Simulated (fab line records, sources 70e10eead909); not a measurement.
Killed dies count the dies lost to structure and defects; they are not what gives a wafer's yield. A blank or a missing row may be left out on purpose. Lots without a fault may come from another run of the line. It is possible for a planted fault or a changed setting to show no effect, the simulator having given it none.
Struck lot and sound lot, side by side || flow nand harc || 12 steps out of a route of 1302
Sound: the wafers L735.1, L735.3, L735.4. Struck: wafers L730.3, L730.4, L730.6. The cause is named last.
Per side, at each step with rows, come the tool, then ch with its chambers, and then its first start. Under that, the readings that differ: sound wafers || struck wafers || difference of the means || sigmas: that difference in standard deviations of wafers without a fault.
alike: readings whose means differ by less than 2 such deviations, and words and numbers that are the same on both sides. not compared: withheld readings, readings that some wafer has no value for, bounds like >300 that may hide the same value, and numbers for which the record gives no deviation and whose values overlap.
Wherever a step has rows on one side only, a row that says differs or no value, or a row with sigmas, the two part there. Numbers that have no deviation but don't overlap get no sigmas and don't part them. Lack of a reading on every wafer of one side parts them only where that side has two or more wafers.

first, 1 step without rows for these wafers: NHARC_A_WL_FILL_RTA_01 (time 5 s).
NHARC_A_WL_FILL_ALD_02: deposits TiN, target thk 2 nm, pulse time 3 s, ald cycles 100.
  sound on ald metal-02 ch 2,3, day 22 21:32; struck on ald metal-02 ch 0,2, day 21 22:55
  alike: ald cycles, heater power outer w, heater power w, precursor pulse height rel
NHARC_A_WL_FILL_CVD_03: deposits W, target thk 40 nm, time 279 s.
  sound on cvd w-02 ch 0,1, day 22 22:10; struck on cvd w-01 ch 0,1, day 21 23:34
{"reading": "throttle valve pct (%)", "sound": "7.32 7.44 7.42", "struck": "8.17 7.89 8.14", "difference": "+0.67", "sigmas": "+3"}
  alike: chamber pressure Torr, heater power outer w, heater power w, mfc ar sccm
NHARC_A_WL_FILL_ETCHBACK_04: etches the open film in NF3, target depth 60 nm, time 120 s.
  sound on rie metal-02 ch 0,1, day 22 22:29; struck on rie metal-03 ch 0,1, day 21 23:53
  alike: drypump motor current A, oes product au
  not compared: rf hours counter h
then, 1 step without rows for these wafers: NHARC_A_WL_FILL_ETCHBACK_05 (etches the open film in Cl2/BCl3, target depth 22 nm, time 60 s).
NHARC_A_WL_FILL_STRIP_27: strips in N2/H2, time 20 s.
  sound on plasma asher-02 ch 0,1, day 22 22:53; struck on plasma asher-01 ch 0,1, day 22 00:15
  alike: drypump motor current A, heater power w
  not compared: rf hours counter h
then, 4 steps without rows for these wafers: NHARC_A_WL_FILL_STRIP_28 (strips in post etch residue remover, time 1200 s); NHARC_A_WL_FILL_PRECLEAN_06 (cleans in DIW, time 300 s); NHARC_A_WL_FILL_SRD_07; NHARC_A_WL_FILL_ANNEAL_08 (time 1800 s).
NHARC_A_WL_FILL_ALD_10: deposits SiO2, target thk 50 nm, pulse time 10 s, ald cycles 500.
  sound on ald hk-04 ch 0,1,2, day 23 05:29; struck on ald hk-02 ch 0,2,3, day 22 06:38
{"reading": "ald cycles", "sound": "500 500 500", "struck": "278 278 278", "difference": -222, "sigmas": ""}
  alike: heater power outer w, heater power w, precursor pulse height rel
NHARC_A_WL_FILL_ETCHBACK_16: etches the open film in C4F8/O2/Ar, target depth 120 nm, time 24 s.
  sound on rie diel-08 ch 0,2,3; struck on rie diel-08 ch 0,1,3
  alike: oes product au, rf fwd power W, rf vpp V
  not compared: rf hours counter h

WHERE THEY PART
Only at NHARC_A_WL_FILL_CVD_03, within this record. Later steps at which nothing parts them and some readings are alike: NHARC_A_WL_FILL_ETCHBACK_04, NHARC_A_WL_FILL_STRIP_27, NHARC_A_WL_FILL_ALD_10, NHARC_A_WL_FILL_ETCHBACK_16.

WHY: what the simulator had put in
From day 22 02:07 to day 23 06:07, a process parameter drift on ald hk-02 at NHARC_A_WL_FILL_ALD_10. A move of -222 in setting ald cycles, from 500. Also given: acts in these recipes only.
